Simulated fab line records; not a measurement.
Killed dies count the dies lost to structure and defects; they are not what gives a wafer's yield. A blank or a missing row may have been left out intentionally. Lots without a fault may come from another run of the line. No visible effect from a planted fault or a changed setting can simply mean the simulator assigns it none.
A lot that was struck, set against a sound lot    flow nand_harc    16 out of 1302 route steps
Sound: the wafers L771.2, L771.4, L771.6. The struck wafers were L787.1, L787.3, L787.4. The cause comes at the end.
At each step with rows: each side's tool, then ch and its chambers, then its first start. Under that, the readings that differ: sound wafers    struck wafers    difference of the means    sigmas: that difference in standard deviations of wafers without a fault.
alike: a reading whose means differ by less than 2 such deviations, as well as words and numbers matching on both sides. not compared: withheld readings; readings where some wafer has no value; bounds like >300 that might hide an equal value; numbers whose values overlap and for which the record gives no deviation.
The two part at a step that has a row with sigmas, a row that says differs or no value, or rows on one side only. When numbers do not overlap yet have no deviation, they are printed without sigmas and do not part them. Lack of a reading on every wafer of one side parts them only where that side has two or more wafers.

first, 1 step without rows for these wafers: NHARC_P_M2_PRE_CLEAN_30 (time 30 s).
NHARC_P_M2_PVD_20: deposits TaN, target thk 5 nm, time 8.06 s.
  sound on pvd_sputter-01; struck on pvd_sputter-01
  alike: throttle_valve_pct
NHARC_P_M2_PVD_21: deposits Cu, target thk 30 nm, time 20.49 s.
  sound on pvd_sputter-01; struck on pvd_sputter-01
  alike: throttle_valve_pct
then, 1 step without rows for these wafers: NHARC_P_M2_ECD_22 (material Cu, target thk 400 nm).
NHARC_P_M2_ANNEAL_31: time 90 s.
  sound on rtp_anneal-01 ch 0, day 8 01:51; struck on rtp_anneal-02 ch 0, day 15 13:43
  alike: wafer_temp_C_max
NHARC_P_M2_CMP_23: polishes, t overpolish 20 s, target thk 144.3 nm.
  sound on cmp-01 ch 1,2,3, day 8 02:12; struck on cmp-03 ch 0,1,3, day 15 14:04
  alike: motor_current_A, time_to_endpoint_s
NHARC_P_M2_THK_MEAS_24: measures by xrf.
  struck on film_metro-02, day 15 14:22; sound on film_metro-01, day 8 02:28
  alike: thk_nm
following that, these wafers have no rows for 1 step: NHARC_P_M2_SRD_25.
NHARC_P_M2_INSPECT_27:
  struck on defect_inspect-01, day 15 14:32; sound on defect_inspect-02, day 8 02:37
  alike: raw_defect_count
then, 2 steps without rows for these wafers: NHARC_P_M2_PRE_CLEAN_32 (time 12 s); NHARC_P_M2_DEP_33 (deposits SiCN, target thk 30 nm).
NHARC_P_BONDPAD_DEP_00: deposits SiCN, target thk 250 nm.
  sound on pecvd-04 ch 0,2, day 8 03:11; struck on pecvd-03 ch 0,1,2, day 15 15:50
  alike: heater_power_w, showerhead_vpp_V
NHARC_P_BONDPAD_CMP_32: polishes SiCN, target thk 200 nm.
  sound on cmp-03 ch 2,3, day 8 03:37; struck on cmp-03 ch 1,2,3, day 15 16:28
  alike: motor_current_A
NHARC_P_BONDPAD_THK_MEAS_33: measures by ellipsometry.
  struck on film_metro-01, day 15 16:44; sound on film_metro-01, day 8 03:50
reading      sound              struck             difference  sigmas
thk_nm (nm)  198.6 201.1 200.2  199.4 197.5 189.6  -4.5        -3
following that, these wafers have no rows for 1 step: NHARC_P_BONDPAD_SRD_34.
-- jump in the record: it breaks off in module P_BONDPAD and resumes in module END (first step shown: number 1302 of the route), and 17 days separate the struck wafers' starts before and after --
NHARC_END_SORT_01:
  sound on prober-01 ch 0, day 25 18:56; struck on prober-02 ch 0, day 33 04:38
reading       sound  struck  difference  sigmas
killed_short  2 4 6  1 0 2   -3          -2
  alike: defect_limited_yield, killed_at_array, killed_at_other, killed_at_periphery, killed_dies, killed_open

## WHERE THEY PART
At NHARC_P_BONDPAD_THK_MEAS_33 first; at NHARC_END_SORT_01 last (within this record only).

WHY: what the simulator had put in
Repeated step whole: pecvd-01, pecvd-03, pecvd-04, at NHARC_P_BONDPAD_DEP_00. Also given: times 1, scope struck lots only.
